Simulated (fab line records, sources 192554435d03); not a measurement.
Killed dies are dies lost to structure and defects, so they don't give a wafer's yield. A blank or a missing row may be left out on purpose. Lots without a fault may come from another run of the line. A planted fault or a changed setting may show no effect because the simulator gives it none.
A struck lot beside a sound one | flow n5_finfet | 17 steps out of a route of 1938
Sound: wafers L909.1, L909.4, L909.6. Struck: wafers L911.3, L911.5, L911.6. The cause comes at the end.
At each step with rows: each side's tool, then ch and its chambers, then its first start. Under that, the readings that differ: sound wafers | struck wafers | difference of the means | sigmas: that difference in standard deviations of wafers without a fault.
alike: readings whose means differ by less than 2 such deviations, and words and numbers that are the same on both sides. not compared: withheld readings, readings that some wafer has no value for, bounds like >300 that may hide the same value, and numbers for which the record gives no deviation and whose values overlap.
The two part at a step that has a row with sigmas, a row that says differs or no value, or rows on one side only. Numbers that don't overlap but have no deviation are shown without sigmas and don't part them. A reading that every wafer of one side lacks parts them only if that side has two wafers or more.

first, 4 steps without rows for these wafers: N5_HKMG_FIN_SOFTBAKE_07 (time 60 s); N5_HKMG_FIN_EXPOSE_09 (exposes mask NWFM); N5_HKMG_FIN_PEB_10 (peb time 60 s); N5_HKMG_FIN_DEVELOP_11 (develop time 30 s).
N5_HKMG_FIN_CD_MEAS_12: target cd 92.8 nm.
  sound on cd_sem-01 ch 0, day 5 02:48; struck on cd_sem-01 ch 0, day 5 19:41
  alike: cd_nm
N5_HKMG_FIN_OVL_MEAS_13:
  sound on overlay-01 ch 0, day 5 02:50; struck on overlay-01 ch 0, day 5 19:43
  alike: NWFM_OVL
N5_HKMG_FIN_INSPECT_14: inspects for defects (macro).
  sound on defect_inspect-02, day 5 02:51; struck on defect_inspect-02, day 5 19:45
  alike: raw_defect_count
N5_HKMG_FIN_DESCUM_17: chemistry O2, time 7.9 s.
  sound on rie_diel-01 ch 1,3, day 5 03:05; struck on rie_diel-01 ch 0,3, day 5 19:47
  alike: drypump_motor_current_A, oes_product_au, rf_vpp_V, showerhead_plenum_p_Torr, throttle_valve_pct
  not compared: rf_hours_counter_h
N5_HKMG_FIN_ETCH_31: etches SiARC in CF4, target depth 45.5 nm, time 75.8 s.
  sound on rie_diel-01 ch 1,3, day 5 03:08; struck on rie_diel-01 ch 0,3, day 5 19:49
  alike: drypump_motor_current_A, etch_rf_on_time_s, mfc_ar_sccm, oes_product_au, rf_fwd_power_W, rf_vpp_V, showerhead_plenum_p_Torr, throttle_valve_pct
  not compared: rf_hours_counter_h
N5_HKMG_FIN_ETCH_32: etches SOC in N2/H2, target depth 240 nm, time 300 s.
  sound on rie_diel-01 ch 1,3, day 5 03:11; struck on rie_diel-01 ch 0,3, day 5 19:52
  alike: drypump_motor_current_A, oes_product_au, rf_fwd_power_W, rf_vpp_V, showerhead_plenum_p_Torr, throttle_valve_pct
  not compared: rf_hours_counter_h
then, 1 step without rows for these wafers: N5_HKMG_FIN_STRIP_33 (strips in N2/H2).
N5_HKMG_FIN_STRIP_34: strips in CF4.
  sound on rie_diel-01 ch 1,3, day 5 03:22; struck on rie_diel-01 ch 0,3, day 5 20:04
  alike: drypump_motor_current_A, oes_product_au, rf_vpp_V, showerhead_plenum_p_Torr, throttle_valve_pct
  not compared: rf_hours_counter_h
N5_HKMG_FIN_ETCH_35: etches SOC in N2/H2, target depth 215.8 nm, time 243.4 s.
  sound on rie_diel-01 ch 1,3, day 5 03:23; struck on rie_diel-01 ch 0,3, day 5 20:05
  reading                                   | sound             | struck            | difference | sigmas
  oes_product_au (a.u.)                     | 0.76 0.74 0.74    | 0.99 0.85 0.98    | +0.19      | +2
  rf_fwd_power_W (W)                        | 2975 2982 2989    | 3693 3701 3694    | +714       | +71
  rf_vpp_V (V)                              | 142.5 141.7 141.7 | 133.5 132.5 131.2 | -9.6       | -8
  model.HKMG_FIN.feature_depth_nm (nm)      | 217 213.6 213.2   | 266 258.8 267.4   | +49        |
  model.etch.depth_nm (nm)                  | 217 213.5 213.1   | 266.1 258.9 267.3 | +49.6      |
  model.SOC_of_HKMG_FIN_COAT_29.thk_nm (nm) | 83 86.4 86.6      | 33.8 41 33.2      | -49.3      |
  alike: drypump_motor_current_A, showerhead_plenum_p_Torr, throttle_valve_pct
  not compared: rf_hours_counter_h
N5_HKMG_FIN_STRIP_92: strips SOC in N2/H2, time 20 s.
  sound on rie_diel-01 ch 1,3, day 5 03:32; struck on rie_diel-01 ch 0,3, day 5 20:14
  reading                                   | sound        | struck       | difference | sigmas
  model.SOC_of_HKMG_FIN_COAT_29.thk_nm (nm) | 73 76.2 76.4 | 23.2 31 22.6 | -49.6      |
  alike: drypump_motor_current_A, oes_product_au, rf_vpp_V, showerhead_plenum_p_Torr, throttle_valve_pct
  not compared: rf_hours_counter_h
then, 1 step without rows for these wafers: N5_HKMG_FIN_WET_ETCH_18 (etches TiN in SC1, time 55 s, target depth 5.2 nm, rinse time 30 s).
-- the record jumps here: 4 days lie between the struck wafers' starts before and after (it left off in module HKMG_FIN and takes up again in module BEOL_M4, whose first step shown is number 1111 of the route) --
N5_BEOL_M4_RC_MEAS_101:
  sound on prober-01 ch 0, day 8 22:21; struck on prober-01 ch 0, day 9 09:21
  reading        | sound          | struck         | difference | sigmas
  IOFF_P (nA/um) | 0.18 0.13 0.16 | 0.40 0.32 0.21 | +0.15      | +3
  ION_P (uA/um)  | 460 433 468    | 475 478 479    | +24        | +2
  VT_N (mV)      | 251 261 250    | 239 243 247    | -11        | -3
  VT_P (mV)      | -253 -259 -254 | -238 -244 -249 | +12        | +3
  alike: DIBL_N, DIBL_P, IOFF_N, ION_N, SS_N, SS_P
-- the record jumps here: 4 days lie between the struck wafers' starts before and after (it left off in module BEOL_M4 and takes up again in module PASSIVATION, whose first step shown is number 1936 of the route) --
N5_PASSIVATION_PROBE_49:
  the record has rows for the struck wafers here (prober-02, day 13 18:27) and none for the sound ones

WHERE THEY PART
First at N5_HKMG_FIN_ETCH_35; last, within this record, at N5_PASSIVATION_PROBE_49.

WHY: what the simulator had put in
Process parameter drift: rie_diel-01, from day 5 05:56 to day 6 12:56, at N5_HKMG_FIN_ETCH_35. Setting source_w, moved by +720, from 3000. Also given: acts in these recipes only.
